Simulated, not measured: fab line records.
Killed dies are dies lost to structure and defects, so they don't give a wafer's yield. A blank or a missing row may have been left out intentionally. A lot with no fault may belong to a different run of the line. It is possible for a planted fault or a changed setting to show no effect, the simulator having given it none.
Matching of chambers || flow n5_finfet || rie_diel-03 running N5_GATE_CUT_ETCH_19: 4 sister chambers
The step etches SiNx in CH3F/O2, target depth 53.7 nm, time 76.7 s. 22 wafers are shown with their chamber, then 11 later ones without.

== WAFERS WITH THEIR CHAMBER ==
{"wafer": "L075.2", "chamber": 0, "drypump_motor_current_A (A)": 6.1, "showerhead_plenum_p_Torr (Torr)": 1.92, "oes_product_au (a.u.)": 0.66}
{"wafer": "L075.4", "chamber": 3, "drypump_motor_current_A (A)": 6.2, "showerhead_plenum_p_Torr (Torr)": 1.94, "oes_product_au (a.u.)": 0.70}
{"wafer": "L075.6", "chamber": 1, "drypump_motor_current_A (A)": 4.7, "showerhead_plenum_p_Torr (Torr)": 2.06, "oes_product_au (a.u.)": 0.58}
{"wafer": "L076.1", "chamber": 0, "drypump_motor_current_A (A)": 6.1, "showerhead_plenum_p_Torr (Torr)": 1.92, "oes_product_au (a.u.)": 0.67}
{"wafer": "L076.2", "chamber": 3, "drypump_motor_current_A (A)": 6.2, "showerhead_plenum_p_Torr (Torr)": 1.94, "oes_product_au (a.u.)": 0.70}
{"wafer": "L076.4", "chamber": 2, "drypump_motor_current_A (A)": 6.2, "showerhead_plenum_p_Torr (Torr)": 1.93, "oes_product_au (a.u.)": 0.64}
{"wafer": "L077.1", "chamber": 2, "drypump_motor_current_A (A)": 6.2, "showerhead_plenum_p_Torr (Torr)": 1.93, "oes_product_au (a.u.)": 0.64}
{"wafer": "L077.2", "chamber": 0, "drypump_motor_current_A (A)": 6.1, "showerhead_plenum_p_Torr (Torr)": 1.92, "oes_product_au (a.u.)": 0.67}
{"wafer": "L077.5", "chamber": 0, "drypump_motor_current_A (A)": 6.0, "showerhead_plenum_p_Torr (Torr)": 1.92, "oes_product_au (a.u.)": 0.66}
{"wafer": "L079.3", "chamber": 1, "drypump_motor_current_A (A)": 4.7, "showerhead_plenum_p_Torr (Torr)": 2.06, "oes_product_au (a.u.)": 0.58}
{"wafer": "L079.4", "chamber": 2, "drypump_motor_current_A (A)": 6.2, "showerhead_plenum_p_Torr (Torr)": 1.92, "oes_product_au (a.u.)": 0.64}
{"wafer": "L079.6", "chamber": 3, "drypump_motor_current_A (A)": 6.2, "showerhead_plenum_p_Torr (Torr)": 1.94, "oes_product_au (a.u.)": 0.70}
{"wafer": "L080.3", "chamber": 3, "drypump_motor_current_A (A)": 6.2, "showerhead_plenum_p_Torr (Torr)": 1.94, "oes_product_au (a.u.)": 0.69}
{"wafer": "L080.5", "chamber": 2, "drypump_motor_current_A (A)": 6.2, "showerhead_plenum_p_Torr (Torr)": 1.92, "oes_product_au (a.u.)": 0.63}
{"wafer": "L080.6", "chamber": 3, "drypump_motor_current_A (A)": 6.2, "showerhead_plenum_p_Torr (Torr)": 1.94, "oes_product_au (a.u.)": 0.69}
{"wafer": "L081.2", "chamber": 0, "drypump_motor_current_A (A)": 6.1, "showerhead_plenum_p_Torr (Torr)": 1.92, "oes_product_au (a.u.)": 0.66}
{"wafer": "L081.3", "chamber": 1, "drypump_motor_current_A (A)": 4.7, "showerhead_plenum_p_Torr (Torr)": 2.06, "oes_product_au (a.u.)": 0.58}
{"wafer": "L081.4", "chamber": 2, "drypump_motor_current_A (A)": 6.2, "showerhead_plenum_p_Torr (Torr)": 1.92, "oes_product_au (a.u.)": 0.64}
{"wafer": "L086.2", "chamber": 1, "drypump_motor_current_A (A)": 4.7, "showerhead_plenum_p_Torr (Torr)": 2.05, "oes_product_au (a.u.)": 0.57}
{"wafer": "L086.3", "chamber": 2, "drypump_motor_current_A (A)": 6.2, "showerhead_plenum_p_Torr (Torr)": 1.92, "oes_product_au (a.u.)": 0.62}
{"wafer": "L086.6", "chamber": 0, "drypump_motor_current_A (A)": 6.1, "showerhead_plenum_p_Torr (Torr)": 1.91, "oes_product_au (a.u.)": 0.66}
{"wafer": "L090.1", "chamber": 3, "drypump_motor_current_A (A)": 6.2, "showerhead_plenum_p_Torr (Torr)": 1.94, "oes_product_au (a.u.)": 0.68}

SIGNATURES (averages over the wafers above)
{"reading": "drypump_motor_current_A", "chamber 0": 6.083, "chamber 1": 4.700, "chamber 2": 6.200, "chamber 3": 6.200, "scatter within a chamber": 0.0215}
{"reading": "showerhead_plenum_p_Torr", "chamber 0": 1.9183, "chamber 1": 2.0575, "chamber 2": 1.9233, "chamber 3": 1.9400, "scatter within a chamber": 0.00403}
{"reading": "oes_product_au", "chamber 0": 0.6633, "chamber 1": 0.5775, "chamber 2": 0.6350, "chamber 3": 0.6933, "scatter within a chamber": 0.00704}
Rule: a wafer's distance from a chamber is the root of the sum, over the readings, of the square of ((its reading less the chamber's mean) divided by the reading's scatter). If the next closest chamber is less than 2 further off than the closest, the wafer can't be placed; otherwise it belongs to the closest. The scatter is the square root of a quotient: the sum, over the shown wafers, of each reading's squared deviation from its chamber's mean, divided by wafers minus chambers.

== WAFERS MISSING THEIR CHAMBER ==
{"wafer": "L090.3", "drypump_motor_current_A (A)": 6.2, "showerhead_plenum_p_Torr (Torr)": 1.92, "oes_product_au (a.u.)": 0.63}
{"wafer": "L090.4", "drypump_motor_current_A (A)": 6.1, "showerhead_plenum_p_Torr (Torr)": 1.91, "oes_product_au (a.u.)": 0.64}
{"wafer": "L094.1", "drypump_motor_current_A (A)": 6.1, "showerhead_plenum_p_Torr (Torr)": 1.91, "oes_product_au (a.u.)": 0.64}
{"wafer": "L094.5", "drypump_motor_current_A (A)": 6.2, "showerhead_plenum_p_Torr (Torr)": 1.92, "oes_product_au (a.u.)": 0.62}
{"wafer": "L094.6", "drypump_motor_current_A (A)": 4.7, "showerhead_plenum_p_Torr (Torr)": 2.05, "oes_product_au (a.u.)": 0.85}
{"wafer": "L096.1", "drypump_motor_current_A (A)": 6.2, "showerhead_plenum_p_Torr (Torr)": 1.91, "oes_product_au (a.u.)": 0.61}
{"wafer": "L096.4", "drypump_motor_current_A (A)": 6.1, "showerhead_plenum_p_Torr (Torr)": 1.91, "oes_product_au (a.u.)": 0.63}
{"wafer": "L096.5", "drypump_motor_current_A (A)": 6.2, "showerhead_plenum_p_Torr (Torr)": 1.93, "oes_product_au (a.u.)": 0.67}
{"wafer": "L097.1", "drypump_motor_current_A (A)": 6.1, "showerhead_plenum_p_Torr (Torr)": 1.91, "oes_product_au (a.u.)": 0.63}
{"wafer": "L097.3", "drypump_motor_current_A (A)": 6.2, "showerhead_plenum_p_Torr (Torr)": 1.91, "oes_product_au (a.u.)": 0.63}
{"wafer": "L097.5", "drypump_motor_current_A (A)": 4.7, "showerhead_plenum_p_Torr (Torr)": 2.05, "oes_product_au (a.u.)": 0.82}

== WHICH CHAMBER EACH ONE RAN IN ==
{"wafer": "L090.3", "from the rows above": 2, "in truth": 2}
{"wafer": "L090.4", "from the rows above": "can't be placed: 0 or 2", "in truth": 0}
{"wafer": "L094.1", "from the rows above": "can't be placed: 0 or 2", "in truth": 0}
{"wafer": "L094.5", "from the rows above": 2, "in truth": 2}
{"wafer": "L094.6", "from the rows above": 1, "in truth": 1}
{"wafer": "L096.1", "from the rows above": 2, "in truth": 2}
{"wafer": "L096.4", "from the rows above": "can't be placed: 0 or 2", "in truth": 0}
{"wafer": "L096.5", "from the rows above": "can't be placed: 3 or 2", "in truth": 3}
{"wafer": "L097.1", "from the rows above": "can't be placed: 0 or 2", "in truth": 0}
{"wafer": "L097.3", "from the rows above": 2, "in truth": 2}
{"wafer": "L097.5", "from the rows above": 1, "in truth": 1}
Placed correctly: 6 of 11. These rows do not allow placing 5 (true chamber among the candidates in 5). Wrongly placed: 0.
